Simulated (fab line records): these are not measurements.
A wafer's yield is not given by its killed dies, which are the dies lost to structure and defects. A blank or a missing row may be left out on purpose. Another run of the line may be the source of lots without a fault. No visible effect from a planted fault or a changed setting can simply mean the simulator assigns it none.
Which tool is to blame? :: flow n5_finfet :: 24 lots, 72 wafers sampled, at 6 steps of a route of 1938

== WHAT EACH GAUGE READ, for each wafer ==
N5_BEOL_M1_RS_MEAS_58: uses a four-point probe to measure.
lot: L074
measured: day 6 12:05
on: film_metro-01
M1_RS (ohm/sq): 0.71 0.75 0.65

lot: L075
measured: day 6 15:45
on: film_metro-02
M1_RS (ohm/sq): 0.65 0.60 0.67

lot: L076
measured: day 6 22:03
on: film_metro-02
M1_RS (ohm/sq): 0.64 0.62 0.60

lot: L077
measured: day 7 05:26
on: film_metro-02
M1_RS (ohm/sq): 0.64 0.61 0.65

lot: L078
measured: day 7 10:34
on: film_metro-02
M1_RS (ohm/sq): 0.74 0.73 0.73

lot: L079
measured: day 7 17:59
on: film_metro-01
M1_RS (ohm/sq): 0.71 0.70 0.65

lot: L080
measured: day 7 21:06
on: film_metro-01
M1_RS (ohm/sq): 0.73 0.69 0.67

lot: L081
measured: day 8 16:25
on: film_metro-02
M1_RS (ohm/sq): 0.66 0.67 0.63

lot: L082
measured: day 8 16:39
on: film_metro-02
M1_RS (ohm/sq): 0.67 0.64 0.65

lot: L083
measured: day 8 20:32
on: film_metro-01
M1_RS (ohm/sq): 0.66 0.63 0.65

lot: L084
measured: day 9 05:21
on: film_metro-02
M1_RS (ohm/sq): 0.69 0.68 0.71

lot: L085
measured: day 9 12:13
on: film_metro-01
M1_RS (ohm/sq): 0.67 0.66 0.64

lot: L086
measured: day 9 13:50
on: film_metro-02
M1_RS (ohm/sq): 0.70 0.65 0.62

lot: L087
measured: day 9 18:19
on: film_metro-01
M1_RS (ohm/sq): 0.65 0.63 0.67

lot: L088
measured: day 9 19:46
on: film_metro-01
M1_RS (ohm/sq): 0.64 0.69 0.69

lot: L089
measured: day 10 09:25
on: film_metro-01
M1_RS (ohm/sq): 0.63 0.64 0.65

lot: L090
measured: day 10 13:40
on: film_metro-02
M1_RS (ohm/sq): 0.71 0.62 0.62

lot: L091
measured: day 10 19:22
on: film_metro-02
M1_RS (ohm/sq): 0.67 0.66 0.65

lot: L092
measured: day 10 21:22
on: film_metro-01
M1_RS (ohm/sq): 0.64 0.62 0.66

lot: L093
measured: day 11 03:48
on: film_metro-01
M1_RS (ohm/sq): 0.66 0.65 0.66

lot: L094
measured: day 11 06:25
on: film_metro-02
M1_RS (ohm/sq): 0.71 0.67 0.63

lot: L095
measured: day 11 16:39
on: film_metro-01
M1_RS (ohm/sq): 0.72 0.72 0.69

lot: L096
measured: day 11 21:44
on: film_metro-01
M1_RS (ohm/sq): 0.66 0.69 0.66

lot: L097
measured: day 12 07:59
on: film_metro-01
M1_RS (ohm/sq): 0.74 0.70 0.70

N5_BEOL_M1_INSPECT_59: inspects for defects (darkfield).
lot: L074
measured: day 6 12:07
on: defect_inspect-01
raw_defect_count: 73 63 115

lot: L075
measured: day 6 15:47
on: defect_inspect-02
raw_defect_count: 82 66 48

lot: L076
measured: day 6 22:05
on: defect_inspect-02
raw_defect_count: 84 100 66

lot: L077
measured: day 7 05:28
on: defect_inspect-01
raw_defect_count: 55 46 41

lot: L078
measured: day 7 10:35
on: defect_inspect-02
raw_defect_count: 54 77 75

lot: L079
measured: day 7 18:01
on: defect_inspect-02
raw_defect_count: 88 54 81

lot: L080
measured: day 7 21:08
on: defect_inspect-01
raw_defect_count: 61 56 53

lot: L081
measured: day 8 16:27
on: defect_inspect-01
raw_defect_count: 50 49 39

lot: L082
measured: day 8 16:41
on: defect_inspect-01
raw_defect_count: 73 69 72

lot: L083
measured: day 8 20:33
on: defect_inspect-01
raw_defect_count: 105 82 98

lot: L084
measured: day 9 05:23
on: defect_inspect-01
raw_defect_count: 58 73 37

lot: L085
measured: day 9 12:15
on: defect_inspect-02
raw_defect_count: 72 57 68

lot: L086
measured: day 9 13:52
on: defect_inspect-01
raw_defect_count: 49 79 76

lot: L087
measured: day 9 18:21
on: defect_inspect-01
raw_defect_count: 57 81 47

lot: L088
measured: day 9 19:47
on: defect_inspect-01
raw_defect_count: 62 79 60

lot: L089
measured: day 10 09:27
on: defect_inspect-02
raw_defect_count: 49 64 46

lot: L090
measured: day 10 13:41
on: defect_inspect-02
raw_defect_count: 70 37 56

lot: L091
measured: day 10 19:23
on: defect_inspect-01
raw_defect_count: 80 59 69

lot: L092
measured: day 10 21:23
on: defect_inspect-01
raw_defect_count: 73 70 82

lot: L093
measured: day 11 03:50
on: defect_inspect-01
raw_defect_count: 75 100 84

lot: L094
measured: day 11 06:26
on: defect_inspect-02
raw_defect_count: 59 54 58

lot: L095
measured: day 11 16:41
on: defect_inspect-01
raw_defect_count: 82 61 34

lot: L096
measured: day 11 21:46
on: defect_inspect-01
raw_defect_count: 91 44 65

lot: L097
measured: day 12 08:01
on: defect_inspect-02
raw_defect_count: 141 102 122

N5_BEOL_M2_CD_MEAS_11: the cd target is 16.79 nm.
lot: L074
measured: day 6 12:47
on: cd_sem-02
cd_nm (nm): 16.51 16.26 16.89

lot: L075
measured: day 6 17:16
on: cd_sem-03
cd_nm (nm): 16.72 16.98 16.98

lot: L076
measured: day 6 23:25
on: cd_sem-02
cd_nm (nm): 16.77 16.43 16.54

lot: L077
measured: day 7 06:04
on: cd_sem-01
cd_nm (nm): 16.80 16.76 16.62

lot: L078
measured: day 7 14:14
on: cd_sem-02
cd_nm (nm): 16.45 16.85 17.31

lot: L079
measured: day 7 18:40
on: cd_sem-02
cd_nm (nm): 17.05 17.23 16.74

lot: L080
measured: day 7 22:25
on: cd_sem-02
cd_nm (nm): 16.89 16.62 16.62

lot: L081
measured: day 8 17:52
on: cd_sem-01
cd_nm (nm): 17.28 16.85 17.06

lot: L082
measured: day 8 18:02
on: cd_sem-01
cd_nm (nm): 16.64 16.84 17.06

lot: L083
measured: day 8 22:21
on: cd_sem-02
cd_nm (nm): 17.03 17.27 16.94

lot: L084
measured: day 9 07:48
on: cd_sem-01
cd_nm (nm): 16.71 16.46 17.20

lot: L085
measured: day 9 14:11
on: cd_sem-01
cd_nm (nm): 17.02 16.88 16.60

lot: L086
measured: day 9 15:17
on: cd_sem-02
cd_nm (nm): 16.77 17.21 17.04

lot: L087
measured: day 9 19:52
on: cd_sem-02
cd_nm (nm): 16.63 16.85 16.75

lot: L088
measured: day 9 22:55
on: cd_sem-02
cd_nm (nm): 16.83 17.00 16.90

lot: L089
measured: day 10 10:47
on: cd_sem-01
cd_nm (nm): 16.99 16.89 16.93

lot: L090
measured: day 10 16:39
on: cd_sem-01
cd_nm (nm): 16.99 16.74 16.54

lot: L091
measured: day 10 22:13
on: cd_sem-03
cd_nm (nm): 16.89 16.69 16.97

lot: L092
measured: day 10 22:35
on: cd_sem-01
cd_nm (nm): 16.88 16.56 17.26

lot: L093
measured: day 11 05:52
on: cd_sem-02
cd_nm (nm): 16.88 16.37 16.82

lot: L094
measured: day 11 07:11
on: cd_sem-02
cd_nm (nm): 16.74 16.32 16.79

lot: L095
measured: day 11 18:13
on: cd_sem-03
cd_nm (nm): 16.76 16.69 16.72

lot: L096
measured: day 11 22:30
on: cd_sem-03
cd_nm (nm): 17.07 17.41 16.82

lot: L097
measured: day 12 10:25
on: cd_sem-03
cd_nm (nm): 17.17 17.30 17.63

== WHICH TOOL RAN EACH LOT (tool, then ch and the chambers of the sampled wafers, then the start) ==
lot: L074
N5_BEOL_M1_ETCH_69: rie_diel-05 ch 0,2, day 6 07:31
N5_BEOL_M1_ANNEAL_87: pvd_sputter-02, day 6 09:41
N5_BEOL_M1_SPUTTER_94: pvd_sputter-02, day 6 10:29

lot: L075
N5_BEOL_M1_ETCH_69: rie_diel-04 ch 0,1, day 6 08:18
N5_BEOL_M1_ANNEAL_87: pvd_sputter-01, day 6 13:25
N5_BEOL_M1_SPUTTER_94: pvd_sputter-01, day 6 14:13

lot: L076
N5_BEOL_M1_ETCH_69: rie_diel-05 ch 2,3, day 6 16:47
N5_BEOL_M1_ANNEAL_87: pvd_sputter-02, day 6 19:43
N5_BEOL_M1_SPUTTER_94: pvd_sputter-02, day 6 20:31

lot: L077
N5_BEOL_M1_ETCH_69: rie_diel-05 ch 0,1,2, day 6 23:37
N5_BEOL_M1_ANNEAL_87: pvd_sputter-03, day 7 03:22
N5_BEOL_M1_SPUTTER_94: pvd_sputter-03, day 7 04:10

lot: L078
N5_BEOL_M1_ETCH_69: rie_diel-02 ch 0,1,3, day 7 05:50
N5_BEOL_M1_ANNEAL_87: pvd_sputter-01, day 7 08:23
N5_BEOL_M1_SPUTTER_94: pvd_sputter-01, day 7 09:11

lot: L079
N5_BEOL_M1_ETCH_69: rie_diel-04 ch 0,1,3, day 7 09:38
N5_BEOL_M1_ANNEAL_87: pvd_sputter-03, day 7 15:55
N5_BEOL_M1_SPUTTER_94: pvd_sputter-03, day 7 16:43

lot: L080
N5_BEOL_M1_ETCH_69: rie_diel-04 ch 0,2,3, day 7 15:58
N5_BEOL_M1_ANNEAL_87: pvd_sputter-03, day 7 19:02
N5_BEOL_M1_SPUTTER_94: pvd_sputter-03, day 7 19:50

lot: L081
N5_BEOL_M1_ETCH_69: rie_diel-04 ch 1,2,3, day 8 01:39
N5_BEOL_M1_ANNEAL_87: pvd_sputter-03, day 8 14:19
N5_BEOL_M1_SPUTTER_94: pvd_sputter-03, day 8 15:07

lot: L082
N5_BEOL_M1_ETCH_69: rie_diel-05 ch 0,2,3, day 8 08:23
N5_BEOL_M1_ANNEAL_87: pvd_sputter-02, day 8 14:27
N5_BEOL_M1_SPUTTER_94: pvd_sputter-02, day 8 15:15

lot: L083
N5_BEOL_M1_ETCH_69: rie_diel-05 ch 0,1,3, day 8 13:58
N5_BEOL_M1_ANNEAL_87: pvd_sputter-03, day 8 18:28
N5_BEOL_M1_SPUTTER_94: pvd_sputter-03, day 8 19:16

lot: L084
N5_BEOL_M1_ETCH_69: rie_diel-05 ch 0,2, day 8 22:56
N5_BEOL_M1_ANNEAL_87: pvd_sputter-02, day 9 03:15
N5_BEOL_M1_SPUTTER_94: pvd_sputter-02, day 9 04:03

lot: L085
N5_BEOL_M1_ETCH_69: rie_diel-04 ch 1,2, day 9 05:19
N5_BEOL_M1_ANNEAL_87: pvd_sputter-03, day 9 09:49
N5_BEOL_M1_SPUTTER_94: pvd_sputter-03, day 9 10:37

lot: L086
N5_BEOL_M1_ETCH_69: rie_diel-05 ch 0,3, day 9 06:44
N5_BEOL_M1_ANNEAL_87: pvd_sputter-01, day 9 11:36
N5_BEOL_M1_SPUTTER_94: pvd_sputter-01, day 9 12:24

lot: L087
N5_BEOL_M1_ETCH_69: rie_diel-04 ch 1,2, day 9 11:56
N5_BEOL_M1_ANNEAL_87: pvd_sputter-01, day 9 16:14
N5_BEOL_M1_SPUTTER_94: pvd_sputter-01, day 9 17:02

lot: L088
N5_BEOL_M1_ETCH_69: rie_diel-02 ch 1,2,3, day 9 15:31
N5_BEOL_M1_ANNEAL_87: pvd_sputter-02, day 9 17:42
N5_BEOL_M1_SPUTTER_94: pvd_sputter-02, day 9 18:30

lot: L089
N5_BEOL_M1_ETCH_69: rie_diel-02 ch 1,2,3, day 10 00:46
N5_BEOL_M1_ANNEAL_87: pvd_sputter-02, day 10 07:20
N5_BEOL_M1_SPUTTER_94: pvd_sputter-02, day 10 08:08

lot: L090
N5_BEOL_M1_ETCH_69: rie_diel-02 ch 0,2, day 10 05:44
N5_BEOL_M1_ANNEAL_87: pvd_sputter-03, day 10 11:34
N5_BEOL_M1_SPUTTER_94: pvd_sputter-03, day 10 12:22

lot: L091
N5_BEOL_M1_ETCH_69: rie_diel-02 ch 0,1,3, day 10 11:03
N5_BEOL_M1_ANNEAL_87: pvd_sputter-03, day 10 17:17
N5_BEOL_M1_SPUTTER_94: pvd_sputter-03, day 10 18:05

lot: L092
N5_BEOL_M1_ETCH_69: rie_diel-04 ch 0,2, day 10 12:31
N5_BEOL_M1_ANNEAL_87: pvd_sputter-03, day 10 19:14
N5_BEOL_M1_SPUTTER_94: pvd_sputter-03, day 10 20:02

lot: L093
N5_BEOL_M1_ETCH_69: rie_diel-02 ch 0,1,2, day 10 21:07
N5_BEOL_M1_ANNEAL_87: pvd_sputter-02, day 11 01:43
N5_BEOL_M1_SPUTTER_94: pvd_sputter-02, day 11 02:31

lot: L094
N5_BEOL_M1_ETCH_69: rie_diel-05 ch 0,1,3, day 11 00:25
N5_BEOL_M1_ANNEAL_87: pvd_sputter-01, day 11 04:20
N5_BEOL_M1_SPUTTER_94: pvd_sputter-01, day 11 05:08

lot: L095
N5_BEOL_M1_ETCH_69: rie_diel-02 ch 1,2,3, day 11 09:54
N5_BEOL_M1_ANNEAL_87: pvd_sputter-01, day 11 14:35
N5_BEOL_M1_SPUTTER_94: pvd_sputter-01, day 11 15:23

lot: L096
N5_BEOL_M1_ETCH_69: rie_diel-02 ch 0,1,2, day 11 13:35
N5_BEOL_M1_ANNEAL_87: pvd_sputter-02, day 11 19:29
N5_BEOL_M1_SPUTTER_94: pvd_sputter-02, day 11 20:23

lot: L097
N5_BEOL_M1_ETCH_69: rie_diel-05 ch 0,1,3, day 11 23:35
N5_BEOL_M1_ANNEAL_87: pvd_sputter-03, day 12 05:53
N5_BEOL_M1_SPUTTER_94: pvd_sputter-03, day 12 06:41
- N5_BEOL_M1_ETCH_69: etches SiARC in CF4, target depth 15.6 nm, time 26 s.
- N5_BEOL_M1_ANNEAL_87: time 240 s.
- N5_BEOL_M1_SPUTTER_94: material Cu, target thk 4.5 nm, time 8.29 s.

== AS READ BY THE TOOLS THEMSELVES (means over the sampled wafers that have a number; for cases with no such wafer, the mark the record gives instead) ==
N5_BEOL_M1_ETCH_69.
lot: L074
tool: rie_diel-05
bias_w (W): 36.15
drypump_motor_current_A (A): 5.7
etch_rf_on_time_s (s): 25.8
oes_product_au (a.u.): 0.67
rf_vpp_V (V): 185.1
showerhead_plenum_p_Torr (Torr): 2.18
throttle_valve_pct (%): 15.54

lot: L075
tool: rie_diel-04
bias_w (W): 35.95
drypump_motor_current_A (A): 5.4
etch_rf_on_time_s (s): 26.3
oes_product_au (a.u.): 0.58
rf_vpp_V (V): 183.6
showerhead_plenum_p_Torr (Torr): 2.20
throttle_valve_pct (%): 15.75

lot: L076
tool: rie_diel-05
bias_w (W): 35.95
drypump_motor_current_A (A): 6.4
etch_rf_on_time_s (s): 26.5
oes_product_au (a.u.): 0.72
rf_vpp_V (V): 184.0
showerhead_plenum_p_Torr (Torr): 2.09
throttle_valve_pct (%): 15.48

lot: L077
tool: rie_diel-05
bias_w (W): 35.95
drypump_motor_current_A (A): 5.8
etch_rf_on_time_s (s): 25.9
oes_product_au (a.u.): 0.70
rf_vpp_V (V): 183.5
showerhead_plenum_p_Torr (Torr): 2.13
throttle_valve_pct (%): 15.53

lot: L078
tool: rie_diel-02
bias_w (W): 35.90
drypump_motor_current_A (A): 5.9
etch_rf_on_time_s (s): 26.4
oes_product_au (a.u.): 0.61
rf_vpp_V (V): 183.4
showerhead_plenum_p_Torr (Torr): 2.09
throttle_valve_pct (%): 15.80

lot: L079
tool: rie_diel-04
bias_w (W): 35.94
drypump_motor_current_A (A): 5.4
etch_rf_on_time_s (s): 26.5
oes_product_au (a.u.): 0.66
rf_vpp_V (V): 184.5
showerhead_plenum_p_Torr (Torr): 2.22
throttle_valve_pct (%): 15.61

lot: L080
tool: rie_diel-04
bias_w (W): 35.98
drypump_motor_current_A (A): 5.5
etch_rf_on_time_s (s): 26.1
oes_product_au (a.u.): 0.67
rf_vpp_V (V): 184.5
showerhead_plenum_p_Torr (Torr): 2.23
throttle_valve_pct (%): 15.61

lot: L081
tool: rie_diel-04
bias_w (W): 35.89
drypump_motor_current_A (A): 5.5
etch_rf_on_time_s (s): 25.9
oes_product_au (a.u.): 0.67
rf_vpp_V (V): 185.7
showerhead_plenum_p_Torr (Torr): 2.23
throttle_valve_pct (%): 15.47

lot: L082
tool: rie_diel-05
bias_w (W): 36.06
drypump_motor_current_A (A): 6.0
etch_rf_on_time_s (s): 26.2
oes_product_au (a.u.): 0.68
rf_vpp_V (V): 185.0
showerhead_plenum_p_Torr (Torr): 2.13
throttle_valve_pct (%): 15.55

lot: L083
tool: rie_diel-05
bias_w (W): 35.97
drypump_motor_current_A (A): 5.8
etch_rf_on_time_s (s): 26.2
oes_product_au (a.u.): 0.65
rf_vpp_V (V): 184.1
showerhead_plenum_p_Torr (Torr): 2.11
throttle_valve_pct (%): 15.51

lot: L084
tool: rie_diel-05
bias_w (W): 35.90
drypump_motor_current_A (A): 5.8
etch_rf_on_time_s (s): 25.4
oes_product_au (a.u.): 0.66
rf_vpp_V (V): 185.8
showerhead_plenum_p_Torr (Torr): 2.17
throttle_valve_pct (%): 15.59

lot: L085
tool: rie_diel-04
bias_w (W): 36.12
drypump_motor_current_A (A): 5.6
etch_rf_on_time_s (s): 25.9
oes_product_au (a.u.): 0.59
rf_vpp_V (V): 185.1
showerhead_plenum_p_Torr (Torr): 2.20
throttle_valve_pct (%): 15.67

lot: L086
tool: rie_diel-05
bias_w (W): 36.02
drypump_motor_current_A (A): 5.7
etch_rf_on_time_s (s): 26.1
oes_product_au (a.u.): 0.62
rf_vpp_V (V): 184.8
showerhead_plenum_p_Torr (Torr): 2.15
throttle_valve_pct (%): 15.56

lot: L087
tool: rie_diel-04
bias_w (W): 36.05
drypump_motor_current_A (A): 5.6
etch_rf_on_time_s (s): 25.9
oes_product_au (a.u.): 0.59
rf_vpp_V (V): 185.2
showerhead_plenum_p_Torr (Torr): 2.20
throttle_valve_pct (%): 15.67

lot: L088
tool: rie_diel-02
bias_w (W): 36.04
drypump_motor_current_A (A): 6.4
etch_rf_on_time_s (s): 27.1
oes_product_au (a.u.): 0.70
rf_vpp_V (V): 184.2
showerhead_plenum_p_Torr (Torr): 2.14
throttle_valve_pct (%): 15.71

lot: L089
tool: rie_diel-02
bias_w (W): 35.99
drypump_motor_current_A (A): 6.5
etch_rf_on_time_s (s): 26.3
oes_product_au (a.u.): 0.70
rf_vpp_V (V): 184.0
showerhead_plenum_p_Torr (Torr): 2.14
throttle_valve_pct (%): 15.71

lot: L090
tool: rie_diel-02
bias_w (W): 35.96
drypump_motor_current_A (A): 5.6
etch_rf_on_time_s (s): 25.2
oes_product_au (a.u.): 0.81
rf_vpp_V (V): 184.8
showerhead_plenum_p_Torr (Torr): 2.24
throttle_valve_pct (%): 15.47

lot: L091
tool: rie_diel-02
bias_w (W): 35.99
drypump_motor_current_A (A): 5.9
etch_rf_on_time_s (s): 25.8
oes_product_au (a.u.): 0.76
rf_vpp_V (V): 183.5
showerhead_plenum_p_Torr (Torr): 2.17
throttle_valve_pct (%): 15.50

lot: L092
tool: rie_diel-04
bias_w (W): 35.96
drypump_motor_current_A (A): 5.5
etch_rf_on_time_s (s): 26.0
oes_product_au (a.u.): 0.74
rf_vpp_V (V): 184.3
showerhead_plenum_p_Torr (Torr): 2.19
throttle_valve_pct (%): 15.65

lot: L093
tool: rie_diel-02
bias_w (W): 36.04
drypump_motor_current_A (A): 6.0
etch_rf_on_time_s (s): 26.1
oes_product_au (a.u.): 0.76
rf_vpp_V (V): 184.7
showerhead_plenum_p_Torr (Torr): 2.18
throttle_valve_pct (%): 15.55

lot: L094
tool: rie_diel-05
bias_w (W): 36.03
drypump_motor_current_A (A): 5.8
etch_rf_on_time_s (s): 25.8
oes_product_au (a.u.): 0.64
rf_vpp_V (V): 183.8
showerhead_plenum_p_Torr (Torr): 2.11
throttle_valve_pct (%): 15.55

lot: L095
tool: rie_diel-02
bias_w (W): 35.90
drypump_motor_current_A (A): 6.5
etch_rf_on_time_s (s): 26.9
oes_product_au (a.u.): 0.68
rf_vpp_V (V): 184.9
showerhead_plenum_p_Torr (Torr): 2.13
throttle_valve_pct (%): 15.73

lot: L096
tool: rie_diel-02
bias_w (W): 35.84
drypump_motor_current_A (A): 6.0
etch_rf_on_time_s (s): 26.0
oes_product_au (a.u.): 0.75
rf_vpp_V (V): 185.1
showerhead_plenum_p_Torr (Torr): 2.18
throttle_valve_pct (%): 15.58

lot: L097
tool: rie_diel-05
bias_w (W): 36.06
drypump_motor_current_A (A): 5.8
etch_rf_on_time_s (s): 25.9
oes_product_au (a.u.): 0.63
rf_vpp_V (V): 184.2
showerhead_plenum_p_Torr (Torr): 2.10
throttle_valve_pct (%): 15.57

N5_BEOL_M1_ANNEAL_87.
lot: L074
tool: pvd_sputter-02
heater_power_w (W): 784

lot: L075
tool: pvd_sputter-01
heater_power_w (W): 846

lot: L076
tool: pvd_sputter-02
heater_power_w (W): 815

lot: L077
tool: pvd_sputter-03
heater_power_w (W): 801

lot: L078
tool: pvd_sputter-01
heater_power_w (W): 747

lot: L079
tool: pvd_sputter-03
heater_power_w (W): 827

lot: L080
tool: pvd_sputter-03
heater_power_w (W): 790

lot: L081
tool: pvd_sputter-03
heater_power_w (W): 825

lot: L082
tool: pvd_sputter-02
heater_power_w (W): 826

lot: L083
tool: pvd_sputter-03
heater_power_w (W): 803

lot: L084
tool: pvd_sputter-02
heater_power_w (W): 837

lot: L085
tool: pvd_sputter-03
heater_power_w (W): 782

lot: L086
tool: pvd_sputter-01
heater_power_w (W): 808

lot: L087
tool: pvd_sputter-01
heater_power_w (W): 873

lot: L088
tool: pvd_sputter-02
heater_power_w (W): 868

lot: L089
tool: pvd_sputter-02
heater_power_w (W): 864

lot: L090
tool: pvd_sputter-03
heater_power_w (W): 801

lot: L091
tool: pvd_sputter-03
heater_power_w (W): 789

lot: L092
tool: pvd_sputter-03
heater_power_w (W): 799

lot: L093
tool: pvd_sputter-02
heater_power_w (W): 791

lot: L094
tool: pvd_sputter-01
heater_power_w (W): 787

lot: L095
tool: pvd_sputter-01
heater_power_w (W): 874

lot: L096
tool: pvd_sputter-02
heater_power_w (W): 866

lot: L097
tool: pvd_sputter-03
heater_power_w (W): 810

N5_BEOL_M1_SPUTTER_94.
lot: L074
tool: pvd_sputter-02
throttle_valve_pct (%): 29.1

lot: L075
tool: pvd_sputter-01
throttle_valve_pct (%): 30.9

lot: L076
tool: pvd_sputter-02
throttle_valve_pct (%): 29.4

lot: L077
tool: pvd_sputter-03
throttle_valve_pct (%): 31.1

lot: L078
tool: pvd_sputter-01
throttle_valve_pct (%): 29.9

lot: L079
tool: pvd_sputter-03
throttle_valve_pct (%): 30.5

lot: L080
tool: pvd_sputter-03
throttle_valve_pct (%): 30.5

lot: L081
tool: pvd_sputter-03
throttle_valve_pct (%): 29.6

lot: L082
tool: pvd_sputter-02
throttle_valve_pct (%): 29.1

lot: L083
tool: pvd_sputter-03
throttle_valve_pct (%): 30.6

lot: L084
tool: pvd_sputter-02
throttle_valve_pct (%): 29.3

lot: L085
tool: pvd_sputter-03
throttle_valve_pct (%): 30.7

lot: L086
tool: pvd_sputter-01
throttle_valve_pct (%): 30.5

lot: L087
tool: pvd_sputter-01
throttle_valve_pct (%): 30.4

lot: L088
tool: pvd_sputter-02
throttle_valve_pct (%): 29.4

lot: L089
tool: pvd_sputter-02
throttle_valve_pct (%): 29.1

lot: L090
tool: pvd_sputter-03
throttle_valve_pct (%): 30.0

lot: L091
tool: pvd_sputter-03
throttle_valve_pct (%): 30.2

lot: L092
tool: pvd_sputter-03
throttle_valve_pct (%): 29.9

lot: L093
tool: pvd_sputter-02
throttle_valve_pct (%): 29.4

lot: L094
tool: pvd_sputter-01
throttle_valve_pct (%): 29.8

lot: L095
tool: pvd_sputter-01
throttle_valve_pct (%): 30.7

lot: L096
tool: pvd_sputter-02
throttle_valve_pct (%): 29.0

lot: L097
tool: pvd_sputter-03
throttle_valve_pct (%): 30.8

== THE ANSWER, worked out from the rows above alone ==
Rule: the usual values come from the lots themselves. The widest of any qualifying gaps counts: lots, ordered by their means at a reading, are off when they make up no more than a third of the lots, leave a main group of 4 or more, and stand apart from it by 3 or more times the standard deviation of that group's means. A main group whose means are all the same, to the digits that the tables above print for the reading, isn't used. Also off: a lot with no number at a reading for which 4 or more lots have one. Any other lot the step has rows for is counted as sound. After the gauges, taken in route order, come the tools' own readings; for these a lot's mean is taken, as printed above. At the first step where some lot is off, the reading lying furthest off is the one used; lots without a number count as furthest.
No lot is off on any of the readings shown, so nothing can be concluded from this.

== WHAT THE SIMULATOR PUT IN ==
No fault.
